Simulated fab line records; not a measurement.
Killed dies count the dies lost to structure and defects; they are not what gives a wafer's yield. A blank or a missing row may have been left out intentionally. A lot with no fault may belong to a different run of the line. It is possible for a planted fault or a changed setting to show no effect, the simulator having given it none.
What tool caused it? / flow n5_finfet / 30 wafers from 10 lots sampled at 3 of the route's 1938 steps

WHAT THE GAUGES READ, wafer by wafer
N5_BEOL_M9_CD_MEAS_11: target cd 64.1 nm.
lot=L077; measured=day 10 22:39; on=cd_sem-02; cd_nm (nm)=63.5 63.5 64.0
lot=L078; measured=day 11 10:44; on=cd_sem-01; cd_nm (nm)=63.9 64.3 64.5
lot=L080; measured=day 11 11:10; on=cd_sem-02; cd_nm (nm)=64.3 64.8 65.0
lot=L082; measured=day 12 09:01; on=cd_sem-02; cd_nm (nm)=64.3 63.4 63.7
lot=L083; measured=day 12 15:39; on=cd_sem-02; cd_nm (nm)=64.8 64.5 64.6
lot=L087; measured=day 13 13:54; on=cd_sem-02; cd_nm (nm)=64.7 64.9 64.9
lot=L086; measured=day 13 14:11; on=cd_sem-02; cd_nm (nm)=65.0 65.2 64.5
lot=L091; measured=day 13 23:41; on=cd_sem-02; cd_nm (nm)=64.4 63.7 64.2
lot=L093; measured=day 14 19:53; on=cd_sem-01; cd_nm (nm)=65.1 64.2 64.6
lot=L095; measured=day 15 12:36; on=cd_sem-03; cd_nm (nm)=64.3 64.8 64.4

WHAT TOOL EACH LOT RAN ON (gives the tool, then ch and the chambers of the sampled wafers, and finally the start)
lot=L077; N5_BEOL_M8_ETCH_72=rie_diel-05 ch 1,3, day 10 13:32; N5_BEOL_M8_PRE_CLEAN_45=pvd_sputter-01, day 10 14:29
lot=L078; N5_BEOL_M8_ETCH_72=rie_diel-05 ch 1,3, day 11 03:46; N5_BEOL_M8_PRE_CLEAN_45=pvd_sputter-03, day 11 05:01
lot=L080; N5_BEOL_M8_ETCH_72=rie_diel-03 ch 0,3, day 11 03:55; N5_BEOL_M8_PRE_CLEAN_45=pvd_sputter-01, day 11 06:30
lot=L082; N5_BEOL_M8_ETCH_72=rie_diel-01 ch 0,1,2, day 12 01:27; N5_BEOL_M8_PRE_CLEAN_45=pvd_sputter-03, day 12 02:49
lot=L083; N5_BEOL_M8_ETCH_72=rie_diel-01 ch 1,2, day 12 08:10; N5_BEOL_M8_PRE_CLEAN_45=pvd_sputter-01, day 12 09:45
lot=L087; N5_BEOL_M8_ETCH_72=rie_diel-03 ch 2,3, day 13 06:29; N5_BEOL_M8_PRE_CLEAN_45=pvd_sputter-01, day 13 07:59
lot=L086; N5_BEOL_M8_ETCH_72=rie_diel-05 ch 0,2,3, day 13 07:19; N5_BEOL_M8_PRE_CLEAN_45=pvd_sputter-03, day 13 08:53
lot=L091; N5_BEOL_M8_ETCH_72=rie_diel-01 ch 0,1,2, day 13 19:10; N5_BEOL_M8_PRE_CLEAN_45=pvd_sputter-01, day 13 20:10
lot=L093; N5_BEOL_M8_ETCH_72=rie_diel-05 ch 2,3, day 14 13:03; N5_BEOL_M8_PRE_CLEAN_45=pvd_sputter-03, day 14 14:19
lot=L095; N5_BEOL_M8_ETCH_72=rie_diel-03 ch 0,2, day 15 06:19; N5_BEOL_M8_PRE_CLEAN_45=pvd_sputter-03, day 15 07:49
- N5_BEOL_M8_ETCH_72: etches underlayer in N2/H2, target depth 6.5 nm, time 5.2 s.
- N5_BEOL_M8_PRE_CLEAN_45: time 30 s.

THE ANSWER, worked out from the rows above alone
Rule: what is usual is taken from the lots themselves. Put in order of their means at a reading, lots are off if they are a third of the lots or fewer, leave a main group of 4 or more, and stand apart from it by a gap of 3 or more times the standard deviation of the main group's means; of several such gaps the widest counts. If all means in a main group match to the digits the tables above print for the reading, that group is not used. Also off: a lot with no number at a reading for which 4 or more lots have one. Any other lot the step has rows for is counted as sound.
No lot is off at any reading shown: from this, nothing can be told.

WHAT HAD BEEN PUT IN BY THE SIMULATOR
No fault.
